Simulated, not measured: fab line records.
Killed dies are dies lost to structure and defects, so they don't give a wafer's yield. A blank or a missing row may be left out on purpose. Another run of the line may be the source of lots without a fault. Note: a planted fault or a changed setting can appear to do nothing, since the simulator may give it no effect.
fab line records ; flow nandHarc
record lots=7; wafers=19; lastDay=24
route steps=1159 shown A_SGD_CUT@769 A_SLIT@779 A_SIN_REMOVE@804 A_WL_FILL@809 END@1159
lots untouched by any fault: they come from a run of this same line in which no faults occurred
startH: start of the lot's first displayed wafer, in hours after the record's first day ; waitH: hours from the lot's prior step to this one ; " same as the row above ; L1.1+2: several wafers, shown together as one row ; - no value present, or no start provided ; * or withheld: withheld ; < > ~ a bound
route shown NAME@n: NAME is a module with steps in the file, n the number in the route of the first one ; usual: mean/standard deviation taken from wafers without a fault ; same: alike in all rows ; chamber/n: place in a boat ; sites: readings site by site ; _std_site: their standard deviation ; _edge_site: inner sites' mean taken away from outer sites' mean ; radiusMm: for every site, how far away it sits from the centre of the wafer ; mask NAME#n: copy n ; behind: the tool/chamber that last shaped the wafer ; hold: why the lot was held/for how many hours/how that ended ; device: transistor that didn't switch, given as n, p or np ; end of line: at the end of the route, the tests of the same wafers ; where a step has no rows: the recipe by itself ; killed: dies lost to structure and defects at the first sort, not the wafer's yield ; map: per-die view of a wafer (x killed, . not killed, _ where there is no die)
set.NAME: the run value of the setting; set.NAME@STEP: its run value at that earlier step ; model.NAME: the simulator's own value behind a step, which no gauge read
lots seen at some steps along the route; tables by step, rows by wafer
services: from which hour (startH, from the record's first day; less than 0 if before it) a tool's chamber was out of use, for how many hours, and why
## steps
# step NHARC_A_SGD_CUT_SRD_19
# step NHARC_A_SGD_CUT_DEP_20
# recipe targetThkA=1500; tempC=65; material=SiO2
# step NHARC_A_SGD_CUT_ANNEAL_27
# recipe tempC=450; timeS=1800
# step NHARC_A_SGD_CUT_CMP_21
# recipe targetThkNm=148.19
# step NHARC_A_SGD_CUT_THK_MEAS_22
# recipe thkMeasGauge=ellipsometry
# usual thkNm=148.4/1.4
lot.wafer;tool;chamber;startH;waitH;thkNm
L200.2;filmMetro-02;-;310.84;0.2;149.3
L200.4;filmMetro-02;-;310.84;0.2;146.5
L200.5;filmMetro-02;-;310.84;0.2;148.7
L203.2;filmMetro-01;-;323.45;0.2;147.1
L203.3;filmMetro-01;-;323.45;0.2;148.2
L203.4;filmMetro-01;-;323.45;0.2;146.5
L202.2;filmMetro-01;-;323.47;0.2;150.3
L202.3;filmMetro-01;-;323.47;0.2;148.9
L202.6;filmMetro-01;-;323.47;0.2;149.5
L205.2;filmMetro-02;-;339.54;0.2;147.1
L205.3;filmMetro-02;-;339.54;0.2;148.9
L205.5;filmMetro-02;-;339.54;0.2;149.6
L213.3;filmMetro-01;-;392.30;0.2;148.5
L213.4;filmMetro-01;-;392.30;0.2;148.4
L212.2;filmMetro-01;-;402.87;0.2;144.9
L212.3;filmMetro-01;-;402.87;0.2;147.4
L214.2;filmMetro-01;-;403.02;0.2;148.1
L214.4;filmMetro-01;-;403.02;0.2;148.6
L214.6;filmMetro-01;-;403.02;0.2;148.7
# step NHARC_A_SGD_CUT_SRD_23
# step NHARC_A_SGD_CUT_ETCH_26
# recipe targetDepthA=458; chemistry=dHF; material=SiO2
# step NHARC_A_SGD_CUT_ETCHBACK_24
# recipe targetDepthA=500; overEtchFrac=0.3; timeS=92.857; ionEnergyEv=120; ch3fFlowSccm=50; o2FlowSccm=30; arFlowSccm=200; rfW=500; biasW=100; chemistry=CH3F/O2
# usual biasW=100.02/0.25; drypumpMotorCurrentA=6.0/0.45; oesProductAu=0.96/0.034; rfVppV=244.0/1.9; showerheadPlenumPTorr=2.44/0.12; throttleValvePct=20.663/0.0098
# same timeS=92.857
lot.wafer;tool;chamber;startH;waitH;biasW;drypumpMotorCurrentA;oesProductAu;rfHoursCounterH;rfVppV;showerheadPlenumPTorr;throttleValvePct
L200.4;rieDiel-08;2;311.07;0.1;100.40;5.9;0.98;0;241.5;2.30;20.665
L200.2;rieDiel-08;1;311.07;0.1;99.87;5.9;0.99;0;243.8;2.51;20.682
L200.5;rieDiel-08;2;311.07;0.1;100.18;6.0;0.99;-;242.4;2.30;20.666
L203.4;rieDiel-08;3;323.67;0.1;99.99;6.5;1.01;2;242.9;2.40;20.667
L203.3;rieDiel-08;0;323.67;0.1;100.00;5.4;1.02;1;246.6;2.63;20.654
L203.2;rieDiel-08;2;323.67;0.1;99.98;6.0;1.00;2;241.9;2.30;20.675
L202.2;rieDiel-10;2;323.71;0.2;100.47;6.7;0.93;10;247.3;2.60;20.674
L202.3;rieDiel-10;3;323.71;0.2;100.06;5.8;0.94;10;242.7;2.36;20.655
L202.6;rieDiel-10;2;323.71;0.2;100.12;6.6;0.92;-;245.1;2.60;20.656
L205.2;rieDiel-10;2;339.76;0.1;100.18;6.6;0.92;11;247.0;2.60;20.663
L205.3;rieDiel-10;3;339.76;0.1;100.01;5.8;0.92;11;243.5;2.36;20.640
L205.5;rieDiel-10;2;339.76;0.1;100.40;6.6;0.92;-;246.2;2.60;20.668
L213.4;rieDiel-12;3;392.52;0.1;99.93;5.7;1.00;0;243.3;2.37;20.663
L213.3;rieDiel-12;0;392.52;0.1;99.97;5.8;1.00;0;242.4;2.31;20.660
L212.2;rieDiel-10;1;403.11;0.2;100.15;5.2;0.93;4;243.2;2.33;20.676
L212.3;rieDiel-10;2;403.11;0.2;100.01;6.7;0.91;3;245.7;2.59;20.668
L214.4;rieDiel-12;1;403.27;0.2;99.44;6.5;0.99;1;245.1;2.51;20.664
L214.2;rieDiel-12;2;403.27;0.2;100.07;6.5;0.99;1;245.6;2.47;20.677
L214.6;rieDiel-12;0;403.27;0.2;100.12;5.8;1.00;-;239.1;2.31;20.658
# step NHARC_A_SGD_CUT_STRIP_28
# recipe timeS=20; o2FlowSccm=500; arFlowSccm=0; biasW=0; chemistry=O2
# usual drypumpMotorCurrentA=6.1/0.47; oesProductAu=0.998/0.0099; rfVppV=57.8/0.87; showerheadPlenumPTorr=3.52/0.16; throttleValvePct=17.035/0.0085
# same biasW=0; timeS=20
lot.wafer;tool;chamber;startH;waitH;drypumpMotorCurrentA;oesProductAu;rfHoursCounterH;rfVppV;showerheadPlenumPTorr;throttleValvePct
L200.4;rieDiel-08;3;-;-;6.5;1.008;0;57.3;3.45;17.046
L200.2;rieDiel-08;1;-;-;5.9;1.000;0;56.6;3.60;17.014
L200.5;rieDiel-08;0;-;-;5.4;1.007;-;55.8;3.76;17.037
L203.3;rieDiel-08;0;-;-;5.4;1.011;2;60.3;3.76;17.029
L203.2;rieDiel-08;1;-;-;5.9;0.992;2;58.1;3.60;17.042
L203.4;rieDiel-08;2;-;-;6.0;0.994;2;57.9;3.31;17.048
L202.2;rieDiel-10;1;-;-;5.3;0.979;9;55.8;3.36;17.036
L202.3;rieDiel-10;2;-;-;6.6;0.995;10;59.0;3.72;17.042
L202.6;rieDiel-10;0;-;-;6.3;0.992;-;57.6;3.75;17.031
L205.2;rieDiel-10;0;-;-;6.3;1.004;10;58.2;3.75;17.014
L205.3;rieDiel-10;2;-;-;6.7;0.996;11;57.9;3.72;17.040
L205.5;rieDiel-10;3;-;-;5.8;1.008;-;58.0;3.39;17.016
L213.4;rieDiel-12;3;-;-;5.7;0.991;0;58.1;3.40;17.038
L213.3;rieDiel-12;0;-;-;5.8;1.002;0;58.1;3.32;17.020
L212.3;rieDiel-10;2;-;-;6.6;0.987;3;59.2;3.71;17.026
L212.2;rieDiel-10;3;-;-;5.8;0.991;3;57.9;3.39;17.043
L214.2;rieDiel-12;2;-;-;6.6;0.997;1;58.0;3.54;17.041
L214.4;rieDiel-12;1;-;-;6.5;0.987;1;57.0;3.60;17.050
L214.6;rieDiel-12;3;-;-;5.7;0.986;-;57.5;3.40;17.042
# step NHARC_A_SGD_CUT_INSPECT_25
# usual rawDefectCount=305/86
lot.wafer;tool;chamber;startH;waitH;rawDefectCount
L200.2;defectInspect-01;-;311.31;-;270
L200.4;defectInspect-01;-;311.31;-;256
L200.5;defectInspect-01;-;311.31;-;337
L203.2;defectInspect-01;-;323.92;-;260
L203.3;defectInspect-01;-;323.92;-;238
L203.4;defectInspect-01;-;323.92;-;241
L202.2;defectInspect-02;-;323.94;-;350
L202.3;defectInspect-02;-;323.94;-;612
L202.6;defectInspect-02;-;323.94;-;416
L205.2;defectInspect-02;-;340.01;-;278
L205.3;defectInspect-02;-;340.01;-;265
L205.5;defectInspect-02;-;340.01;-;422
L213.3;defectInspect-02;-;392.78;-;355
L213.4;defectInspect-02;-;392.78;-;249
L212.2;defectInspect-02;-;403.33;-;292
L212.3;defectInspect-02;-;403.33;-;253
L214.2;defectInspect-01;-;403.48;-;460
L214.4;defectInspect-01;-;403.48;-;341
L214.6;defectInspect-01;-;403.48;-;293
# step NHARC_A_SLIT_DEP_25
# recipe targetThkA=2000; tempC=400; pressureTorr=6.5; rfW=900; teosFlowSccm=161.4; flowSccm=2650; targetThkNm=200; gas=O2; material=SiO2
# usual heaterPowerW=541/130; susceptorTempC=400.01/0.21; throttleValvePct=16.1/0.43
lot.wafer;tool;chamber;startH;waitH;heaterPowerW;susceptorTempC;throttleValvePct
L200.2;pecvd-03;0;311.46;0.1;739;400.42;16.4
L200.4;pecvd-03;1;311.46;0.1;416;399.83;16.5
L200.5;pecvd-03;0;311.46;0.1;748;399.93;16.4
L203.3;pecvd-03;0;323.98;0.1;653;399.89;16.5
L203.2;pecvd-03;1;323.98;0.1;394;399.71;16.6
L203.4;pecvd-03;1;323.98;0.1;398;400.08;16.7
L202.3;pecvd-01;1;324.01;0.1;404;399.68;15.7
L202.2;pecvd-01;2;324.01;0.1;620;399.93;15.9
L202.6;pecvd-01;0;324.01;0.1;515;400.22;15.7
L205.2;pecvd-01;1;340.12;0.1;366;399.79;15.9
L205.3;pecvd-01;2;340.12;0.1;717;400.11;15.9
L205.5;pecvd-01;0;340.12;0.1;565;400.15;15.7
L213.3;pecvd-03;1;392.88;0.1;454;400.13;16.5
L213.4;pecvd-03;0;392.88;0.1;796;400.18;16.5
L212.2;pecvd-02;2;403.50;0.2;456;399.84;15.8
L212.3;pecvd-02;0;403.50;0.2;605;400.06;16.4
L214.2;pecvd-03;1;403.63;0.1;478;399.82;16.3
L214.6;pecvd-03;2;403.63;0.1;365;400.16;15.5
L214.4;pecvd-03;0;403.63;0.1;803;400.24;16.6
# step NHARC_A_SLIT_DEP_00
# recipe targetThkA=32000; tempC=400; material=aC
# usual susceptorTempC=400.03/0.24; throttleValvePct=35.000/0.009
lot.wafer;tool;chamber;startH;waitH;susceptorTempC;throttleValvePct
L200.2;aclDep-03;0;313.19;-;-;34.996
L200.4;aclDep-03;0;313.19;-;-;34.999
L200.5;aclDep-03;0;313.19;-;-;34.996
L203.2;aclDep-02;0;324.65;-;399.50;35.005
L203.3;aclDep-02;0;324.65;-;400.21;34.989
L203.4;aclDep-02;0;324.65;-;400.04;35.002
L202.2;aclDep-03;0;325.25;-;-;34.987
L202.3;aclDep-03;0;325.25;-;-;35.000
L202.6;aclDep-03;0;325.25;-;-;35.006
L205.2;aclDep-03;0;340.75;-;400.04;34.987
L205.3;aclDep-03;0;340.75;-;399.77;35.018
L205.5;aclDep-03;0;340.75;-;399.87;35.019
L213.3;aclDep-03;0;393.85;-;399.87;34.988
L213.4;aclDep-03;0;393.85;-;400.45;34.987
L212.2;aclDep-02;0;404.20;-;400.38;35.008
L212.3;aclDep-02;0;404.20;-;400.01;35.006
L214.2;aclDep-01;0;404.83;-;-;34.993
L214.4;aclDep-01;0;404.83;-;-;34.995
L214.6;aclDep-01;0;404.83;-;-;35.013
# step NHARC_A_SLIT_DEP_23
# recipe targetThkA=1000; targetThkNm=100; tempC=400; pressureTorr=3.5; flowSccm=200; rfW=350; material=SiON
# usual heaterPowerW=740/130; susceptorTempC=399.97/0.23
lot.wafer;tool;chamber;startH;waitH;heaterPowerW;susceptorTempC
L200.2;pecvd-03;2;315.10;1.6;693;400.11
L200.4;pecvd-03;0;315.10;1.6;956;399.96
L200.5;pecvd-03;1;315.10;1.6;651;399.98
L203.2;pecvd-03;0;326.33;1.4;931;400.03
L203.3;pecvd-03;1;326.33;1.4;602;399.97
L203.4;pecvd-03;1;326.33;1.4;602;400.18
L202.3;pecvd-03;1;326.90;1.0;650;399.65
L202.2;pecvd-03;2;326.90;1.0;579;399.66
L202.6;pecvd-03;0;326.90;1.0;949;399.98
L205.3;pecvd-03;1;342.40;1.0;654;400.17
L205.2;pecvd-03;0;342.40;1.0;852;399.77
L205.5;pecvd-03;2;342.40;1.0;617;400.08
L213.3;pecvd-03;2;395.20;1.0;703;400.03
L213.4;pecvd-03;0;395.20;1.0;1027;399.75
L212.3;pecvd-03;0;405.85;1.0;954;400.12
L212.2;pecvd-03;1;405.85;1.0;611;399.62
L214.2;pecvd-03;0;406.49;1.3;982;400.24
L214.6;pecvd-03;1;406.49;1.3;651;400.17
L214.4;pecvd-03;2;406.49;1.3;638;399.95
# step NHARC_A_SLIT_DEHYDRATE_01
# recipe tempC=150; timeS=120
# step NHARC_A_SLIT_HMDS_02
# recipe timeS=30
# step NHARC_A_SLIT_COAT_03
# recipe spinRpm=1500; resistThkNm=90
# step NHARC_A_SLIT_SOFTBAKE_04
# recipe tempC=105; timeS=55
# step NHARC_A_SLIT_EBR_05
# step NHARC_A_SLIT_EXPOSE_06
# recipe na=1.35; doseMj=60.82; maskId=SLIT
# step NHARC_A_SLIT_PEB_07
# recipe pebTempC=100; pebTimeS=65
# step NHARC_A_SLIT_DEVELOP_08
# recipe developTimeS=35; devTempC=23
# step NHARC_A_SLIT_CD_MEAS_09
# recipe targetCdNm=300; landingEnergyEv=500
# usual cdNm=300.0/0.46
lot.wafer;tool;chamber;startH;waitH;cdNm
L200.2;cdSem-01;0;315.74;-;300.4
L200.4;cdSem-01;0;315.74;-;300.3
L200.5;cdSem-01;0;315.74;-;300.4
L203.2;cdSem-02;0;326.86;-;299.9
L203.3;cdSem-02;0;326.86;-;299.6
L203.4;cdSem-02;0;326.86;-;299.6
L202.2;cdSem-03;0;327.55;-;300.0
L202.3;cdSem-03;0;327.55;-;300.0
L202.6;cdSem-03;0;327.55;-;299.6
L205.2;cdSem-03;0;342.96;-;300.1
L205.3;cdSem-03;0;342.96;-;299.5
L205.5;cdSem-03;0;342.96;-;300.0
L213.3;cdSem-01;0;395.88;-;300.6
L213.4;cdSem-01;0;395.88;-;299.6
L212.2;cdSem-01;0;406.54;-;300.3
L212.3;cdSem-01;0;406.54;-;299.6
L214.2;cdSem-01;0;407.12;-;300.4
L214.4;cdSem-01;0;407.12;-;300.0
L214.6;cdSem-01;0;407.12;-;299.8
# step NHARC_A_SLIT_OVL_MEAS_10
# usual overlayXNm=0.0/0.65; overlayYNm=0.1/0.91
lot.wafer;tool;chamber;startH;waitH;overlayXNm;overlayYNm
L200.2;overlay-02;-;315.82;-;0.8;1.1
L200.4;overlay-02;-;315.82;-;0.2;1.0
L200.5;overlay-02;-;315.82;-;-0.1;1.1
L203.2;overlay-02;-;326.95;-;-0.3;-1.6
L203.3;overlay-02;-;326.95;-;-0.5;-1.3
L203.4;overlay-02;-;326.95;-;-0.1;-1.6
L202.2;overlay-01;-;327.64;-;-0.1;-0.6
L202.3;overlay-01;-;327.64;-;-0.5;0.0
L202.6;overlay-01;-;327.64;-;-0.3;-0.3
L205.2;overlay-01;-;343.04;-;0.5;1.8
L205.3;overlay-01;-;343.04;-;1.1;2.0
L205.5;overlay-01;-;343.04;-;1.0;2.4
L213.3;overlay-02;-;395.96;-;0.3;-0.3
L213.4;overlay-02;-;395.96;-;0.4;-0.3
L212.2;overlay-02;-;406.62;-;-1.1;0.7
L212.3;overlay-02;-;406.62;-;-1.6;0.4
L214.2;overlay-02;-;407.20;-;-0.6;0.8
L214.4;overlay-02;-;407.20;-;-0.3;0.9
L214.6;overlay-02;-;407.20;-;-0.5;0.7
# step NHARC_A_SLIT_INSPECT_11
# usual rawDefectCount=20/9.3
lot.wafer;tool;chamber;startH;waitH;rawDefectCount
L200.2;defectInspect-01;-;315.86;0.0;12
L200.4;defectInspect-01;-;315.86;0.0;7
L200.5;defectInspect-01;-;315.86;0.0;20
L203.2;defectInspect-01;-;326.98;0.0;17
L203.3;defectInspect-01;-;326.98;0.0;8
L203.4;defectInspect-01;-;326.98;0.0;7
L202.2;defectInspect-01;-;327.67;0.0;35
L202.3;defectInspect-01;-;327.67;0.0;19
L202.6;defectInspect-01;-;327.67;0.0;27
L205.2;defectInspect-01;-;343.08;0.0;11
L205.3;defectInspect-01;-;343.08;0.0;9
L205.5;defectInspect-01;-;343.08;0.0;13
L213.3;defectInspect-01;-;396.00;0.0;50
L213.4;defectInspect-01;-;396.00;0.0;21
L212.2;defectInspect-02;-;406.66;0.0;20
L212.3;defectInspect-02;-;406.66;0.0;20
L214.2;defectInspect-02;-;407.24;0.0;40
L214.4;defectInspect-02;-;407.24;0.0;29
L214.6;defectInspect-02;-;407.24;0.0;27
# step NHARC_A_SLIT_DESCUM_14
# recipe timeS=3; o2FlowSccm=200; arFlowSccm=0; biasPowerW=0; chemistry=O2
# step NHARC_A_SLIT_ETCH_24
# recipe targetDepthA=1210; timeS=60.5; cf4FlowSccm=100; chf3FlowSccm=30; arFlowSccm=0; rfW=500; biasW=200; chemistry=CF4/CHF3
# step NHARC_A_SLIT_ETCH_15
# recipe targetDepthA=32000; overEtchFrac=0.3; timeS=832; ionEnergyEv=150; o2FlowSccm=400; cosFlowSccm=20; arFlowSccm=0; rfW=500; biasW=300; chemistry=O2/COS
# step NHARC_A_SLIT_ETCH_17
# recipe biasV=900; sourceW=withheld; pressureMtorr=20; arFlowSccm=375; c4f8FlowSccm=83.3; o2FlowSccm=41.7; timeS=1687.5; targetDepthA=1.01e+05; chemistry=C4F8/O2/Ar
# step NHARC_A_SLIT_ETCH_26
# recipe biasV=400; sourceW=2000; pressureMtorr=25; timeS=90; arFlowSccm=375; c4f8FlowSccm=41.7; o2FlowSccm=83.3; targetDepthA=4000; chemistry=C4F8/O2/Ar
# step NHARC_A_SLIT_STRIP_28
# recipe o2FlowSccm=400; cosFlowSccm=20; arFlowSccm=0; biasW=0; chemistry=O2/COS
# step NHARC_A_SLIT_ETCH_29
# recipe targetDepthA=1000; overetchA=100; timeS=55; ionEnergyEv=100; cf4FlowSccm=80; o2FlowSccm=20; arFlowSccm=0; rfW=300; biasW=100; chemistry=CF4/O2
# step NHARC_A_SLIT_STRIP_18
# recipe o2FlowSccm=500; arFlowSccm=0; biasW=0; chemistry=O2
# step NHARC_A_SLIT_PRECLEAN_19
# recipe timeS=*; tempC=50; bathAgeMin=0; chemistry=SC1
# step NHARC_A_SLIT_SRD_20
# step NHARC_A_SLIT_CD_MEAS_21
# usual cdNm=289.3/1
lot.wafer;tool;chamber;startH;waitH;cdNm
L200.2;cdSem-03;-;322.31;-;289.1
L200.4;cdSem-03;-;322.31;-;288.2
L200.5;cdSem-03;-;322.31;-;288.2
L203.2;cdSem-02;-;330.43;-;288.7
L203.3;cdSem-02;-;330.43;-;289.1
L203.4;cdSem-02;-;330.43;-;290.2
L202.2;cdSem-01;-;331.15;-;289.7
L202.3;cdSem-01;-;331.15;-;288.9
L202.6;cdSem-01;-;331.15;-;288.7
L205.2;cdSem-03;-;346.53;-;291.3
L205.3;cdSem-03;-;346.53;-;289.9
L205.5;cdSem-03;-;346.53;-;290.0
L213.3;cdSem-02;-;400.54;-;289.9
L213.4;cdSem-02;-;400.54;-;288.8
L212.2;cdSem-02;-;410.80;-;289.4
L212.3;cdSem-02;-;410.80;-;288.4
L214.2;cdSem-01;-;411.63;-;290.4
L214.4;cdSem-01;-;411.63;-;289.7
L214.6;cdSem-01;-;411.63;-;290.0
# step NHARC_A_SIN_REMOVE_WET_00
# recipe tempC=160; timeS=15300; chemistry=H3PO4
# step NHARC_A_SIN_REMOVE_PRECLEAN_01
# recipe timeS=*; tempC=50; bathAgeMin=0; chemistry=SC1
# step NHARC_A_SIN_REMOVE_SRD_02
# step NHARC_A_SIN_REMOVE_INSPECT_04
# usual rawDefectCount=295/85
lot.wafer;tool;chamber;startH;waitH;rawDefectCount
L200.2;defectInspect-01;-;330.02;0.0;260
L200.4;defectInspect-01;-;330.02;0.0;267
L200.5;defectInspect-01;-;330.02;0.0;318
L203.2;defectInspect-02;-;338.04;0.0;208
L203.3;defectInspect-02;-;338.04;0.0;239
L203.4;defectInspect-02;-;338.04;0.0;269
L202.2;defectInspect-01;-;338.04;0.0;307
L202.3;defectInspect-01;-;338.04;0.0;633
L202.6;defectInspect-01;-;338.04;0.0;390
L205.2;defectInspect-02;-;354.17;0.0;264
L205.3;defectInspect-02;-;354.17;0.0;269
L205.5;defectInspect-02;-;354.17;0.0;382
L214.2;defectInspect-01;-;417.65;0.0;461
L214.6;defectInspect-01;-;417.65;0.0;326
L212.2;defectInspect-02;-;417.66;0.0;287
# step NHARC_A_WL_FILL_ALD_00
# recipe targetThkA=30; pulseTimeS=3; aldCycles=30; tempC=300; material=Al2O3
# step NHARC_A_WL_FILL_RTA_01
# recipe tempC=1000; timeS=5
# usual lampPowerPct=29.0/1.3; lamp_zone_5_pct=29.0/1.3; wafer_temp_C_max=1003.8/0.97
# same timeS=5
lot.wafer;tool;chamber;startH;waitH;lampPowerPct;lamp_zone_5_pct;wafer_temp_C_max
L200.2;rtpAnneal-02;0;330.91;-;28.1;28.1;1003.4
L200.4;rtpAnneal-02;0;330.91;-;28.1;28.2;1003.0
L200.5;rtpAnneal-02;0;330.91;-;28.2;28.1;1002.7
L203.2;rtpAnneal-02;0;338.39;-;28.1;28.2;1002.9
L203.3;rtpAnneal-02;0;338.39;-;28.2;28.2;1003.5
L203.4;rtpAnneal-02;0;338.39;-;28.1;28.1;1003.8
L202.2;rtpAnneal-02;0;338.56;-;28.2;28.2;1003.0
L202.3;rtpAnneal-02;0;338.56;-;28.1;28.2;1004.5
L202.6;rtpAnneal-02;0;338.56;-;28.2;28.2;1003.1
L205.2;rtpAnneal-01;0;354.53;-;31.1;31.1;1003.6
L205.3;rtpAnneal-01;0;354.53;-;31.1;31.1;1004.9
L205.5;rtpAnneal-01;0;354.53;-;31.1;31.1;1005.9
L214.2;rtpAnneal-02;0;418.18;-;28.2;28.1;1003.7
L214.6;rtpAnneal-02;0;418.18;-;28.2;28.1;1003.4
L212.2;rtpAnneal-02;0;418.52;-;28.2;28.2;1004.3
# step NHARC_END_SORT_01
# recipe tempC=25
# usual killedAtArray=26/11; killedAtOther=0.4/0.78; killedAtPeriphery=3.4/2.4; killedDies=29/11; killedOpen=3.1/1.9; killedShort=1.9/1.4
# same grossDies=677
lot.wafer;tool;chamber;startH;waitH;killedAtArray;killedAtOther;killedAtPeriphery;killedDies;killedOpen;killedShort
L213.3;prober-01;0;561.58;3.0;623;1;2;626;2;1
L213.4;prober-01;0;562.37;3.3;619;3;6;628;4;2
L212.3;prober-02;0;569.59;3.1;616;1;12;629;2;1
L214.4;prober-01;0;577.97;3.4;634;1;0;635;2;4
# killed by level:class
L213.3 A_SLIT:areaDep=582 A_CHANNEL_HOLE_D1:chamberFilmFlake=25 A_SLIT:chamberFilmFlake=7 A_SGD_CUT:chamberFilmFlake=4 A_CONTACT:chamberFilmFlake=2 P_M0:geometricParticle:open=1 A_SOURCE_PLATE:geometricParticle:short=1 A_WL_FILL:geometricParticle:open=1
L213.4 A_SLIT:areaDep=585 A_SLIT:chamberFilmFlake=14 A_CHANNEL_HOLE_D1:chamberFilmFlake=10 A_CONTACT:chamberFilmFlake=5 HYBRID_BOND:chamberFilmFlake=3 P_M0:geometricParticle:short=2 A_CONTACT:geometricParticle:open=2 A_WL_FILL:chamberFilmFlake=2
L212.3 A_SLIT:areaDep=597 P_ZERO_WELL:chamberFilmFlake=5 A_STAIRCASE:chamberFilmFlake=5 A_CHANNEL_HOLE_D1:chamberFilmFlake=4 A_CONTACT:chamberFilmFlake=4 P_STI:chamberFilmFlake=3 P_M1:chamberFilmFlake=2 A_SLIT:chamberFilmFlake=2
L214.4 A_SLIT:areaDep=602 A_CHANNEL_HOLE_D1:chamberFilmFlake=18 A_CHANNEL_FILL_D1:chamberFilmFlake=4 A_SLIT:chamberFilmFlake=4 A_WL_FILL:geometricParticle:short=2 A_SOURCE_PLATE:geometricParticle:short=1 A_ONON_D1:geometricParticle:short=1 A_WL_FILL:geometricParticle:open=1
# map L212.3 (x killed, . not)
____________x____________
_________.x.xxxx_________
_______xxxx.xxxx.x_______
______.xx.xxxxxxx.x______
_____.xxxxxxxx...xxx_____
____xxxxxxxxxxxxxx.xx____
____xxxxxxxxxxxxxxxxx____
___xxxxxxxxxxxxxxxxxxx___
___xxxxxxxxxxxxxxxxxxx___
__...xxxxxxxxxxxxxxxxxx__
__xxxxxxxxx.xxxxxxxxxxx__
_xxxxxxxxxxxxxxxxxxxxxx._
_xxx.xxxxxxxxxxxxxxxxxxx_
_xxxxxxxxxxxxxxxxxxxxxxx_
_xxxxxxxxxxxxxxxxxxxxxxx_
_xxxxxxxxxxxxxxxxxxxxxxx_
.xxxxxxxxxxxxxxxxxxxxxxxx
x.xxxxxxxxxxxxxxxxxxxxx.x
xxxxxxxxxxxxxxxxxxxxxx.x.
.xxxxxxxxxxxx.xxxxxxxxx.x
xxx.xxxxxxxxxxxxxxxxx.xxx
_xxxx.xxxxxxxxxxxxxxxxxx_
_x.xxxxxxxxxxxxxxxxxxx.x_
_xxxxxxxxxxxxxxxxxxxxx.x_
_xxxxxxxxxxx.xxxxx.xxxxx_
_..xxxxxxxxxxxxxxxxxxxxx_
__.x.xxxxxxxxxxxxxxxxxx__
__xxxxxxxxxxxxxxxxxxxxx__
___xxxxxxxxxxxxxxxxxxx___
___xx.xxxxxxxxxxxxxxxx___
____x..xxxxxxxxxxxxxx____
____xxxxxxxxxxxxxxxx.____
_____xxxxxxxxxxxxxxx_____
______x.xxxxxxx.xxx______
_______xxx.x.xxxx._______
_________xxxxxxx_________
____________.____________
# map L213.4 (x killed, . not)
____________x____________
_________.xx.xxx_________
_______.xxxxxxxxxx_______
______xxxxxxxxxxx.x______
_____x.xxxxxxxxxx.x._____
____.x.xxxxxxxxxxxxx.____
____x.x.xxxxxxx.xx..x____
___xxxxxxxxxxxxxxxxxxx___
___xxxxxxxxxxxxxxxxxx.___
__x.x.xxxxxxxxxxxxxxx.x__
__..xxxxxxxxxxxxxxxxxxx__
_.xxxxxxxxxxxxxxxxxxxxxx_
_.x.xxxxxxxxxxxxxxxxxxxx_
_.xxxxxxxxxxxxxxxxxxxxxx_
_.xxxxxxxxxxxxxxxxxxxx.x_
_xxxxxxx.xxx.xxxxxxxxxxx_
.xxxxxxxxxxxxxx.xxxxxxxxx
xxxxxxxxxxxxxxxxxxxxxxx.x
xxxxxxxxxxxxxxxxxxxxxxxx.
.xxxxxxxxxxxxxxxxxxxxx...
.x.xxxxxxxxxxxxxxxxxxxxxx
_xxxxxxxxxxxxxxxxxxxxxxx_
_.xxxxxxxxxxxxxxxxxxxxxx_
_x.x.xxxxxxxxxxxxxxxxxxx_
_xx.xxxxxxxxxxxxxxxxxxx._
_xxxxxxxxxxxxxxxxxxxxxx._
__xxxxxxxxxxxxxxxx.xxx.__
__xxxxxxxxxxxxxxxxxxxxx__
___xxx.xxxxxxxxxxxxxxx___
___xxxxxxxxxxxxxxxxxxx___
____xxxxxxxxxxxxxxxxx____
____xxxxxxxxxxxxxxxxx____
_____.xxxxxxxxxxxxxx_____
______xxxxxxxxxxxxx______
_______xxxxxxxxxxx_______
_________xxxxxxx_________
____________x____________
## services
tool;chamber;startH;hours;kind
pecvd-03;-;292.18;13.0;pm
pecvd-03;0;292.18;13.0;ventCycle
pecvd-03;1;292.18;13.0;ventCycle
pecvd-03;2;292.18;13.0;ventCycle
aclDep-01;-;293.83;13.0;pm
rtpAnneal-02;-;300.22;12.0;pm
rieDiel-08;-;301.80;9.0;pm
pecvd-02;-;303.58;1.6;repair
pecvd-03;0;305.18;-;clean
pecvd-03;1;305.18;-;clean
pecvd-01;0;311.79;5.6;repair
rieDiel-10;-;315.21;0.6;repair
rieDiel-12;3;321.36;1.9;repair
rieDiel-10;3;323.78;4.7;repair
rieDiel-08;0;326.82;7.2;repair
pecvd-02;-;334.28;13.0;pm
aclDep-02;-;350.55;13.0;pm
rieDiel-10;-;353.79;9.0;pm
rieDiel-12;-;355.07;0.8;repair
rieDiel-12;0;369.27;5.6;repair
rieDiel-12;-;379.43;9.0;pm
pecvd-01;2;404.77;5.3;repair
aclDep-03;-;405.69;13.0;pm
pecvd-01;-;418.35;13.0;pm
## key
firstSign step=NHARC_END_SORT_01; reading=killedAtArray; direction=up; sigmas=57; usual=26; struck=623
effect step=NHARC_END_SORT_01; reading=killedDies; direction=up; sigmas=55; usual=29; struck=630
moreKillsBornAt NHARC_A_SLIT_DEP_23@pecvd-03=2366
metAt NHARC_A_SLIT_DEP_23
struckWafers L212.3,L213.3,L213.4,L214.4
laterRowsLeftOut L212.3,L213.3,L213.4,L214.4
testerLeftOut L212,L213,L214
onsetBetween 342.40 395.20
fault kind=processParameterDrift; tool=pecvd-03; chamber=-; onsetH=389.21; steps=NHARC_A_SLIT_DEP_23; channel=targetThkA; offset=*; shape=step; endH=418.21; scope=struckWafersOnly; actsIn=*; stated=*
# testerLeftOut: of these lots the tester's yield and bins aren't shown, on N5 and GAA mostly nor the transistor test; their killed dies are dies lost to structure and defects alone, not to doping, threshold or leakage, so they don't give the yield
# laterRowsLeftOut: the simulator's readings of these wafers behind a module that went badly wrong aren't trusted and aren't shown, but for the sort
